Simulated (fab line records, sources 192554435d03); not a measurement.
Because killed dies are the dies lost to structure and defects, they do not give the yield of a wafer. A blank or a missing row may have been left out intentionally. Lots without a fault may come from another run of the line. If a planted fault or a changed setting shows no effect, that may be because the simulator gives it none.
Which tool is to blame?	flow n5Finfet	24 lots with 72 wafers sampled at 6 steps, on a route of 1938 steps

== WHAT THE GAUGES READ, wafer by wafer ==
N5_BEOL_M13_CD_MEAS_28: target cd 209.5 nm.
lot	measured	on	cdNm (nm)
L075	day 11 18:08	cdSem-03	209.4 206.5 209.9
L074	day 12 02:55	cdSem-03	209.9 211.5 211.4
L076	day 12 03:05	cdSem-02	209.9 208.9 207.6
L077	day 12 03:22	cdSem-03	207.8 208.6 208.5
L078	day 12 18:41	cdSem-01	207.7 209.0 206.8
L079	day 12 19:46	cdSem-02	210.2 208.5 209.6
L080	day 13 12:05	cdSem-02	209.4 211.5 210.3
L082	day 13 08:43	cdSem-02	210.4 210.3 209.9
L081	day 13 13:08	cdSem-01	210.3 209.5 210.2
L083	day 14 02:40	cdSem-01	210.8 210.5 210.6
L086	day 14 11:10	cdSem-03	210.9 208.8 208.6
L085	day 14 16:25	cdSem-02	209.5 210.0 209.0
L084	day 14 17:08	cdSem-03	208.5 206.1 209.8
L088	day 15 05:06	cdSem-01	210.5 208.3 210.1
L089	day 15 00:47	cdSem-03	208.8 211.2 211.3
L087	day 15 01:46	cdSem-03	209.5 209.6 210.1
L091	day 15 05:25	cdSem-03	206.9 207.8 207.2
L090	day 15 07:55	cdSem-02	207.9 211.4 212.1
L092	day 15 12:13	cdSem-01	209.2 209.0 207.0
L093	day 15 13:45	cdSem-01	210.2 210.6 210.2
L094	day 16 15:47	cdSem-03	211.6 210.9 210.9
L095	day 16 22:21	cdSem-01	207.7 210.7 209.6
L097	day 17 02:52	cdSem-01	209.1 209.7 209.6
L096	day 17 08:50	cdSem-03	209.5 209.6 210.0

== WHAT TOOL EACH LOT RAN ON (gives the tool, then ch and the chambers of the sampled wafers, and finally the start) ==
lot	N5_BEOL_M10_ALD_74	N5_BEOL_M11_ILD_DEP_00	N5_BEOL_M11_STRIP_36	N5_BEOL_M12_SPUTTER_45	N5_BEOL_M12_ANNEAL_48
L075	aldMetal-04 ch 0,3, day 10 22:30	pecvd-04 ch 0,1, day 11 01:59	rieDiel-03 ch 2,3, day 11 06:35	pvdSputter-01, day 11 15:27	rtpAnneal-01 ch 0, day 11 15:46
L074	aldMetal-04 ch 0,3, day 11 06:11	pecvd-03 ch 1,2, day 11 07:59	rieDiel-02 ch 0,2, day 11 14:22	pvdSputter-01, day 12 00:08	rtpAnneal-01 ch 0, day 12 00:31
L076	aldMetal-01 ch 0,2,3, day 11 06:22	pecvd-01 ch 0,1,2, day 11 08:31	rieDiel-02 ch 0,1,2, day 11 14:49	pvdSputter-02, day 12 00:14	rtpAnneal-02 ch 0, day 12 00:40
L077	aldMetal-04 ch 1,2,3, day 11 08:29	pecvd-01 ch 0,1,2, day 11 11:30	rieDiel-03 ch 0,2,3, day 11 17:04	pvdSputter-03, day 12 00:31	rtpAnneal-01 ch 0, day 12 00:54
L078	aldMetal-01 ch 1,3, day 11 23:52	pecvd-01 ch 0,1, day 12 01:50	rieDiel-03 ch 2,3, day 12 09:03	pvdSputter-01, day 12 16:08	rtpAnneal-01 ch 0, day 12 16:32
L079	aldMetal-03 ch 0,2,3, day 11 23:56	pecvd-04 ch 0,1,2, day 12 01:44	rieDiel-02 ch 0,1,3, day 12 08:53	pvdSputter-01, day 12 16:27	rtpAnneal-01 ch 0, day 12 16:59
L080	aldMetal-01 ch 0,2,3, day 12 03:01	pecvd-01 ch 0,2, day 12 06:20	rieDiel-02 ch 0,3, day 12 18:43	pvdSputter-01, day 13 08:58	rtpAnneal-02 ch 0, day 13 09:17
L082	aldMetal-04 ch 0,1, day 12 03:11	pecvd-03 ch 0,2, day 12 06:25	rieDiel-04 ch 0,1, day 12 18:00	pvdSputter-03, day 13 05:48	rtpAnneal-01 ch 0, day 13 06:20
L081	aldMetal-04 ch 2,3, day 12 10:52	pecvd-04 ch 0,1, day 12 13:01	rieDiel-03 ch 0,2,3, day 12 18:39	pvdSputter-03, day 13 10:16	rtpAnneal-01 ch 0, day 13 10:34
L083	aldMetal-03 ch 2,3, day 13 02:10	pecvd-03 ch 0,1,2, day 13 05:54	rieDiel-04 ch 1,2,3, day 13 11:55	pvdSputter-03, day 14 00:05	rtpAnneal-01 ch 0, day 14 00:29
L086	aldMetal-04 ch 0,2, day 13 21:58	pecvd-01 ch 0,2, day 13 23:34	rieDiel-04 ch 0,2,3, day 14 02:39	pvdSputter-03, day 14 08:15	rtpAnneal-02 ch 0, day 14 08:31
L085	aldMetal-01 ch 0,1, day 13 22:07	pecvd-04 ch 0,2, day 13 23:50	rieDiel-02 ch 1,2,3, day 14 02:53	pvdSputter-02, day 14 13:38	rtpAnneal-02 ch 0, day 14 13:56
L084	aldMetal-03 ch 0,1,3, day 13 22:38	pecvd-01 ch 0,2, day 14 00:15	rieDiel-04 ch 1,2, day 14 03:13	pvdSputter-01, day 14 14:35	rtpAnneal-01 ch 0, day 14 14:58
L088	aldMetal-04 ch 0,2,3, day 14 03:42	pecvd-03 ch 0,1, day 14 05:40	rieDiel-02 ch 0,1,2, day 14 13:08	pvdSputter-01, day 15 01:38	rtpAnneal-01 ch 0, day 15 02:47
L089	aldMetal-03 ch 0,1, day 14 04:22	pecvd-03 ch 0,1,2, day 14 06:06	rieDiel-02 ch 0,2,3, day 14 12:40	pvdSputter-03, day 14 21:56	rtpAnneal-01 ch 0, day 14 22:35
L087	aldMetal-01 ch 0,1,2, day 14 07:57	pecvd-04 ch 0,1,2, day 14 09:38	rieDiel-02 ch 1,2,3, day 14 14:46	pvdSputter-01, day 14 23:11	rtpAnneal-01 ch 0, day 14 23:27
L091	aldMetal-01 ch 0,2,3, day 14 13:46	pecvd-03 ch 0,1,2, day 14 15:32	rieDiel-04 ch 0,1,3, day 14 19:23	pvdSputter-02, day 15 02:13	rtpAnneal-02 ch 0, day 15 03:06
L090	aldMetal-03 ch 0,1,2, day 14 16:08	pecvd-01 ch 0,1,2, day 14 18:10	rieDiel-04 ch 1,2,3, day 14 22:04	pvdSputter-02, day 15 04:54	rtpAnneal-01 ch 0, day 15 05:18
L092	aldMetal-01 ch 0,2,3, day 14 20:44	pecvd-01 ch 0,1, day 14 22:22	rieDiel-02 ch 2,3, day 15 01:49	pvdSputter-02, day 15 09:32	rtpAnneal-02 ch 0, day 15 09:47
L093	aldMetal-03 ch 0,3, day 14 23:52	pecvd-04 ch 0,1, day 15 01:27	rieDiel-04 ch 0,2,3, day 15 04:09	pvdSputter-02, day 15 10:37	rtpAnneal-02 ch 0, day 15 11:34
L094	aldMetal-01 ch 0,2, day 15 22:21	pecvd-03 ch 1,2, day 16 00:23	rieDiel-04 ch 0,2,3, day 16 05:37	pvdSputter-02, day 16 13:14	rtpAnneal-02 ch 0, day 16 13:32
L095	aldMetal-01 ch 1,3, day 16 07:38	pecvd-04 ch 0,1,2, day 16 09:30	rieDiel-03 ch 1,2,3, day 16 13:36	pvdSputter-01, day 16 19:46	rtpAnneal-01 ch 0, day 16 20:04
L097	aldMetal-04 ch 0,1,2, day 16 08:49	pecvd-03 ch 0,2, day 16 10:49	rieDiel-02 ch 0,2, day 16 17:24	pvdSputter-02, day 17 00:07	rtpAnneal-02 ch 0, day 17 00:28
L096	aldMetal-01 ch 0,1, day 16 14:48	pecvd-04 ch 0,1, day 16 16:33	rieDiel-03 ch 0,2,3, day 16 22:51	pvdSputter-01, day 17 05:53	rtpAnneal-02 ch 0, day 17 06:29
- N5_BEOL_M10_ALD_74: deposits TaN, target thk 2 nm, pulse time 2 s, purge time 3 s.
- N5_BEOL_M11_ILD_DEP_00: deposits SiCOH lowk from DEMS/porogen, target thk 308.51 nm, time 58 s.
- N5_BEOL_M11_STRIP_36: strips in N2/H2.
- N5_BEOL_M12_SPUTTER_45: material Cu, target thk 80 nm, time 13.33 s.
- N5_BEOL_M12_ANNEAL_48: time 90 s.

== WHAT THE TOOLS THEMSELVES READ (means of the sampled wafers that have a number; where no wafer has one, the mark that the record gives instead) ==
N5_BEOL_M10_ALD_74.
lot	tool	chamberPressureTorr (Torr)	heaterPowerW (W)
L075	aldMetal-04	3.001	409
L074	aldMetal-04	3.004	424
L076	aldMetal-01	2.990	388
L077	aldMetal-04	3.003	434
L078	aldMetal-01	3.003	414
L079	aldMetal-03	3.004	426
L080	aldMetal-01	2.994	385
L082	aldMetal-04	2.999	451
L081	aldMetal-04	3.003	446
L083	aldMetal-03	2.993	463
L086	aldMetal-04	3.001	456
L085	aldMetal-01	2.996	409
L084	aldMetal-03	3.001	434
L088	aldMetal-04	3.000	433
L089	aldMetal-03	3.001	424
L087	aldMetal-01	3.001	392
L091	aldMetal-01	3.003	388
L090	aldMetal-03	2.992	403
L092	aldMetal-01	2.998	381
L093	aldMetal-03	3.002	423
L094	aldMetal-01	3.002	364
L095	aldMetal-01	3.002	395
L097	aldMetal-04	2.999	453
L096	aldMetal-01	2.997	386

N5_BEOL_M11_ILD_DEP_00.
lot	tool	chamberPressureTorr (Torr)	heaterPowerW (W)	showerheadPlenumPTorr (Torr)	throttleValvePct (%)
L075	pecvd-04	5.011	320	5.754	14.0
L074	pecvd-03	4.994	307	5.757	13.9
L076	pecvd-01	4.994	333	5.720	13.9
L077	pecvd-01	5.004	315	5.725	13.9
L078	pecvd-01	4.999	293	5.727	13.9
L079	pecvd-04	5.007	333	5.744	13.7
L080	pecvd-01	5.002	371	5.728	13.2
L082	pecvd-03	5.005	324	5.736	13.6
L081	pecvd-04	5.007	373	5.750	14.3
L083	pecvd-03	4.994	323	5.744	13.9
L086	pecvd-01	5.003	344	5.730	13.3
L085	pecvd-04	4.992	288	5.743	13.0
L084	pecvd-01	4.996	334	5.730	13.2
L088	pecvd-03	5.005	279	5.756	14.0
L089	pecvd-03	4.990	319	5.747	13.9
L087	pecvd-04	4.994	316	5.754	13.4
L091	pecvd-03	4.998	272	5.748	13.9
L090	pecvd-01	5.008	325	5.715	13.9
L092	pecvd-01	5.007	296	5.725	14.5
L093	pecvd-04	5.010	347	5.745	14.2
L094	pecvd-03	4.999	343	5.751	13.8
L095	pecvd-04	4.995	319	5.746	13.5
L097	pecvd-03	4.996	305	5.742	14.0
L096	pecvd-04	5.003	339	5.750	14.1

N5_BEOL_M11_STRIP_36.
lot	tool	drypumpMotorCurrentA (A)	oesProductAu (a.u.)	rfVppV (V)	showerheadPlenumPTorr (Torr)	throttleValvePct (%)
L075	rieDiel-03	6.1	0.80	62.2	2.63	23.47
L074	rieDiel-02	5.5	0.70	58.2	2.46	23.71
L076	rieDiel-02	5.3	0.77	58.7	2.45	23.66
L077	rieDiel-03	5.8	0.77	59.1	2.58	23.73
L078	rieDiel-03	6.1	0.79	59.1	2.62	23.50
L079	rieDiel-02	5.2	0.77	58.9	2.45	23.63
L080	rieDiel-02	5.3	0.72	58.2	2.46	23.65
L082	rieDiel-04	6.3	0.76	59.4	2.40	23.72
L081	rieDiel-03	5.8	0.76	59.2	2.58	23.75
L083	rieDiel-04	5.9	0.84	60.8	2.54	23.52
L086	rieDiel-04	5.9	0.84	57.3	2.46	23.57
L085	rieDiel-02	5.5	0.83	57.9	2.49	23.54
L084	rieDiel-04	5.7	0.85	60.0	2.57	23.57
L088	rieDiel-02	5.3	0.84	58.5	2.44	23.63
L089	rieDiel-02	5.4	0.79	57.7	2.45	23.67
L087	rieDiel-02	5.5	0.82	60.0	2.49	23.56
L091	rieDiel-04	6.2	0.80	60.1	2.45	23.61
L090	rieDiel-04	5.9	0.83	57.0	2.53	23.53
L092	rieDiel-02	5.7	0.85	60.1	2.50	23.56
L093	rieDiel-04	6.0	0.84	60.1	2.45	23.58
L094	rieDiel-04	6.0	0.82	57.3	2.45	23.60
L095	rieDiel-03	5.9	0.79	59.9	2.59	23.63
L097	rieDiel-02	5.5	0.85	59.6	2.44	23.69
L096	rieDiel-03	5.8	0.73	61.4	2.56	23.80

N5_BEOL_M12_SPUTTER_45.
lot	tool	throttleValvePct (%)
L075	pvdSputter-01	30.2
L074	pvdSputter-01	30.3
L076	pvdSputter-02	31.2
L077	pvdSputter-03	31.4
L078	pvdSputter-01	30.0
L079	pvdSputter-01	30.4
L080	pvdSputter-01	30.1
L082	pvdSputter-03	31.1
L081	pvdSputter-03	30.7
L083	pvdSputter-03	31.6
L086	pvdSputter-03	31.1
L085	pvdSputter-02	30.3
L084	pvdSputter-01	30.0
L088	pvdSputter-01	29.8
L089	pvdSputter-03	31.4
L087	pvdSputter-01	29.9
L091	pvdSputter-02	31.4
L090	pvdSputter-02	31.4
L092	pvdSputter-02	30.9
L093	pvdSputter-02	31.1
L094	pvdSputter-02	30.2
L095	pvdSputter-01	30.3
L097	pvdSputter-02	31.4
L096	pvdSputter-01	30.1

N5_BEOL_M12_ANNEAL_48.
lot	tool	wafer_temp_C_max
L075	rtpAnneal-01	226.7
L074	rtpAnneal-01	227.0
L076	rtpAnneal-02	225.9
L077	rtpAnneal-01	227.3
L078	rtpAnneal-01	227.3
L079	rtpAnneal-01	227.1
L080	rtpAnneal-02	225.8
L082	rtpAnneal-01	226.9
L081	rtpAnneal-01	227.4
L083	rtpAnneal-01	227.1
L086	rtpAnneal-02	225.8
L085	rtpAnneal-02	225.6
L084	rtpAnneal-01	226.8
L088	rtpAnneal-01	226.8
L089	rtpAnneal-01	226.9
L087	rtpAnneal-01	226.9
L091	rtpAnneal-02	225.7
L090	rtpAnneal-01	226.9
L092	rtpAnneal-02	225.9
L093	rtpAnneal-02	225.7
L094	rtpAnneal-02	226.0
L095	rtpAnneal-01	226.9
L097	rtpAnneal-02	225.7
L096	rtpAnneal-02	225.8

== THE ANSWER, worked out from the rows above alone ==
Rule: usual is defined by the lots themselves. The widest of any qualifying gaps counts: lots, ordered by their means at a reading, are off when they make up no more than a third of the lots, leave a main group of 4 or more, and stand apart from it by 3 or more times the standard deviation of that group's means. Not used: any main group whose means are identical at the precision the tables above print for the reading. A lot without any number at a reading at which 4 lots or more have one is off too. Any other lot the step has rows for is counted as sound. Order of review: gauges by route order, followed by the tools' own readings, for which a lot's mean as printed above is used. At the first step where some lot is off, the reading lying furthest off is the one used; lots without a number count as furthest.
Across all readings shown, no lot is off: no conclusion can be drawn from this.

== WHAT HAD BEEN PUT IN BY THE SIMULATOR ==
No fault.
